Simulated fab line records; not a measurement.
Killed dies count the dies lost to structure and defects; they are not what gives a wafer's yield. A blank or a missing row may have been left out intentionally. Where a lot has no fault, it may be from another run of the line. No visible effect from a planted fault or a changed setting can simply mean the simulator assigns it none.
A struck lot beside a sound one -- flow nandHarc -- 13 steps out of a route of 1302
Sound: these wafers, L966.2, L966.4, L966.5. Wafers struck: L961.3, L961.4, L961.5. The cause comes at the end.
Order at every step that has rows: each side's tool, ch and its chambers, its first start. Under that, the readings that differ: sound wafers -- struck wafers -- difference of the means -- sigmas: that difference in standard deviations of wafers without a fault.
alike: a reading whose means differ by less than 2 such deviations, as well as words and numbers matching on both sides. not compared: withheld readings; readings where some wafer has no value; bounds like >300 that might hide an equal value; numbers whose values overlap and for which the record gives no deviation.
The two part at a step that has a row with sigmas, a row that says differs or no value, or rows on one side only. Numbers that have no deviation but don't overlap get no sigmas and don't part them. A reading missing from all wafers of one side parts the sides only when that side holds two or more wafers.

first, 1 step without rows for these wafers: NHARC_A_SLIT_STRIP_28 (strips in O2/COS).
NHARC_A_SLIT_ETCH_29: etches the open film in CF4/O2, target depth 100 nm, overetch 10 nm, time 55 s.
  sound on rieDiel-05 ch 0,1,2, day 26 18:31; struck on rieDiel-10 ch 1,3, day 25 01:04
  alike: cf4FlowSccm, drypumpMotorCurrentA, oes_f_703_au, oesProductAu, rfVppV, showerheadPlenumPTorr, throttleValvePct
  not compared: rfHoursCounterH
NHARC_A_SLIT_STRIP_18: strips in O2.
  sound on rieDiel-05 ch 0,1,3; struck on rieDiel-10 ch 1,2
  alike: drypumpMotorCurrentA, oesProductAu, rfVppV, showerheadPlenumPTorr, throttleValvePct
  not compared: rfHoursCounterH
then, 2 steps without rows for these wafers: NHARC_A_SLIT_PRECLEAN_19 (cleans in SC1); NHARC_A_SLIT_SRD_20.
NHARC_A_SLIT_CD_MEAS_21:
  sound: cdSem-01 at day 26 19:03; struck: cdSem-01 at day 25 01:35
  alike: cdNm
then, 3 steps without rows for these wafers: NHARC_A_SIN_REMOVE_WET_00 (chemistry H3PO4, time 15300 s); NHARC_A_SIN_REMOVE_PRECLEAN_01 (cleans in SC1); NHARC_A_SIN_REMOVE_SRD_02.
NHARC_A_SIN_REMOVE_INSPECT_04:
  sound: defectInspect-01 at day 27 01:38; struck: defectInspect-02 at day 25 08:17
  alike: rawDefectCount
NHARC_A_WL_FILL_ALD_00: deposits Al2O3, target thk 3 nm, pulse time 3 s, ald cycles 30.
  sound on aldHk-03 ch 1,2,3, day 27 01:42; struck on aldHk-01 ch 0,3, day 25 08:23
  alike: heaterPowerW, precursorPulseHeightRel
NHARC_A_WL_FILL_RTA_01: time 5 s.
  sound on rtpAnneal-01 ch 0, day 27 01:59; struck on rtpAnneal-02 ch 0, day 25 08:40
reading,sound,struck,difference,sigmas
lampPowerPct (%),28.2 28.2 28.2,22.8 22.9 22.9,-5.3,-5
lamp_zone_1_pct (%),28.2 28.2 28.2,22.9 22.9 22.9,-5.3,-5
lamp_zone_2_pct (%),28.2 28.2 28.2,22.9 22.9 22.9,-5.3,-5
lamp_zone_3_pct (%),28.2 28.2 28.2,22.9 22.9 22.9,-5.3,-5
lamp_zone_4_pct (%),28.2 28.2 28.1,22.9 22.8 22.9,-5.3,-5
lamp_zone_5_pct (%),28.2 28.2 28.2,22.9 22.9 22.9,-5.3,-5
lamp_zone_6_pct (%),28.2 28.1 28.1,22.8 22.9 22.8,-5.3,-5
lamp_zone_7_pct (%),28.6 28.6 28.6,23.4 23.4 23.3,-5.2,-5
wafer_temp_C_max,1003.2 1003.2 1002.8,958.9 956.6 956.2,-45.8,-38
NHARC_A_WL_FILL_ALD_02: deposits TiN, target thk 2 nm, pulse time 3 s, ald cycles 100.
  sound on aldMetal-04 ch 1,3, day 27 02:13; struck on aldMetal-04 ch 1,2,3, day 25 08:52
  alike: heaterPowerW, precursorPulseHeightRel

## WHERE THEY PART
Only at NHARC_A_WL_FILL_RTA_01, within this record. Later steps at which nothing parts them and some readings are alike: NHARC_A_WL_FILL_ALD_02.

WHY: whatever the simulator had introduced
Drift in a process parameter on rtpAnneal-02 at NHARC_A_WL_FILL_RTA_01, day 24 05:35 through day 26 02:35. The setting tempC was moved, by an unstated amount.
